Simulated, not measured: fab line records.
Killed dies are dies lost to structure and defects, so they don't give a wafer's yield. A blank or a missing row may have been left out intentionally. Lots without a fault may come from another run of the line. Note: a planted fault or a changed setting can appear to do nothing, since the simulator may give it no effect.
Which of the tools did it? :: flow n5_finfet :: Sampling: 10 lots, 30 wafers, 4 of 1938 route steps

== WHAT THE GAUGES READ, wafer by wafer ==
N5_BEOL_M13_OVL_MEAS_29.
lot: L269
measured: day 11 08:22
on: overlay-02
M13_OVL (nm): -2 7 -2

lot: L268
measured: day 11 09:34
on: overlay-01
M13_OVL (nm): -1 -1 -2

lot: L267
measured: day 11 16:08
on: overlay-02
M13_OVL (nm): 0 1 5

lot: L270
measured: day 11 19:34
on: overlay-01
M13_OVL (nm): 1 3 5

lot: L275
measured: day 13 01:34
on: overlay-01
M13_OVL (nm): 45 39 39

lot: L277
measured: day 13 09:35
on: overlay-01
M13_OVL (nm): 32 37 31

lot: L280
measured: day 14 06:12
on: overlay-02
M13_OVL (nm): 4 2 1

lot: L278
measured: day 14 11:49
on: overlay-01
M13_OVL (nm): 1 -6 -4

lot: L276
measured: day 14 13:47
on: overlay-02
M13_OVL (nm): 25 23 28

lot: L287
measured: day 16 06:37
on: overlay-01
M13_OVL (nm): 6 9 9

== TOOL THAT RAN EACH LOT (tool first, then ch and the chambers of the sampled wafers, then the start) ==
lot: L269
N5_BEOL_M13_ETCH_59: rie_diel-01 ch 0,2, day 11 07:31
N5_BEOL_M13_VIA_ETCH_16: rie_diel-01 ch 0,2, day 11 07:34
N5_BEOL_M13_EXPOSE_25: krf_scanner-02 ch 0, day 11 08:11

lot: L268
N5_BEOL_M13_ETCH_59: rie_diel-06 ch 1,2,3, day 11 08:43
N5_BEOL_M13_VIA_ETCH_16: rie_diel-06 ch 1,2,3, day 11 08:46
N5_BEOL_M13_EXPOSE_25: krf_scanner-02 ch 0, day 11 09:22

lot: L267
N5_BEOL_M13_ETCH_59: rie_diel-01 ch 1,2,3, day 11 15:17
N5_BEOL_M13_VIA_ETCH_16: rie_diel-01 ch 1,2,3, day 11 15:20
N5_BEOL_M13_EXPOSE_25: krf_scanner-02 ch 0, day 11 15:56

lot: L270
N5_BEOL_M13_ETCH_59: rie_diel-03 ch 0,2, day 11 18:43
N5_BEOL_M13_VIA_ETCH_16: rie_diel-03 ch 0,2, day 11 18:46
N5_BEOL_M13_EXPOSE_25: krf_scanner-02 ch 0, day 11 19:22

lot: L275
N5_BEOL_M13_ETCH_59: rie_diel-01 ch 0,3, day 13 00:27
N5_BEOL_M13_VIA_ETCH_16: rie_diel-01 ch 0,3, day 13 00:31
N5_BEOL_M13_EXPOSE_25: krf_scanner-02 ch 0, day 13 01:22

lot: L277
N5_BEOL_M13_ETCH_59: rie_diel-01 ch 1,3, day 13 08:44
N5_BEOL_M13_VIA_ETCH_16: rie_diel-01 ch 1,3, day 13 08:47
N5_BEOL_M13_EXPOSE_25: krf_scanner-02 ch 0, day 13 09:24

lot: L280
N5_BEOL_M13_ETCH_59: rie_diel-01 ch 1,2, day 14 05:13
N5_BEOL_M13_VIA_ETCH_16: rie_diel-01 ch 1,2, day 14 05:16
N5_BEOL_M13_EXPOSE_25: krf_scanner-01 ch 0, day 14 06:00

lot: L278
N5_BEOL_M13_ETCH_59: rie_diel-03 ch 0,2,3, day 14 10:51
N5_BEOL_M13_VIA_ETCH_16: rie_diel-03 ch 0,2,3, day 14 10:54
N5_BEOL_M13_EXPOSE_25: krf_scanner-01 ch 0, day 14 11:37

lot: L276
N5_BEOL_M13_ETCH_59: rie_diel-03 ch 0,1, day 14 12:49
N5_BEOL_M13_VIA_ETCH_16: rie_diel-03 ch 0,1, day 14 12:52
N5_BEOL_M13_EXPOSE_25: krf_scanner-02 ch 0, day 14 13:35

lot: L287
N5_BEOL_M13_ETCH_59: rie_diel-01 ch 1,2,3, day 16 05:19
N5_BEOL_M13_VIA_ETCH_16: rie_diel-01 ch 1,2,3, day 16 05:22
N5_BEOL_M13_EXPOSE_25: krf_scanner-01 ch 0, day 16 06:25
- N5_BEOL_M13_ETCH_59: etches BARC in N2/H2, target depth 89 nm, overetch 26.7 nm, time 67.9 s.
- N5_BEOL_M13_VIA_ETCH_16: etches SiOC in C4F8/O2/Ar, target depth 921.7 nm.
- N5_BEOL_M13_EXPOSE_25: exposes mask M13, target cd 210 nm.

== THE ANSWER, worked out from the rows above alone ==
Rule: the lots themselves supply what counts as usual. The widest of any qualifying gaps counts: lots, ordered by their means at a reading, are off when they make up no more than a third of the lots, leave a main group of 4 or more, and stand apart from it by 3 or more times the standard deviation of that group's means. A main group whose means are all the same, to the digits that the tables above print for the reading, isn't used. Also off: a lot with no number at a reading for which 4 or more lots have one. Where the step has rows for the other lots, those lots are counted as sound.
Off: L275, L277, L276, at N5_BEOL_M13_OVL_MEAS_29 (M13_OVL). Mean 2 nm and standard deviation 3.2 in the main group.
If a tool, at a process step before that reading, ran all the lots that are off and no sound lot after the first of them, it fits. Those tools and the gauges at N5_BEOL_M13_OVL_MEAS_29 are tried in the same way. One fits: krf_scanner-02 at N5_BEOL_M13_EXPOSE_25. Its last sound lot is L270 (day 11 19:22), its first lot that is off L275 (day 13 01:22): a fault that began between those two fits.

== WHAT THE SIMULATOR PUT IN ==
Scanner matching overlay: krf_scanner-02, from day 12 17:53 on, at N5_BEOL_M13_EXPOSE_25. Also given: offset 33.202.
Shown lots that were struck: L275, L277, L276. The same result came from the rule above.
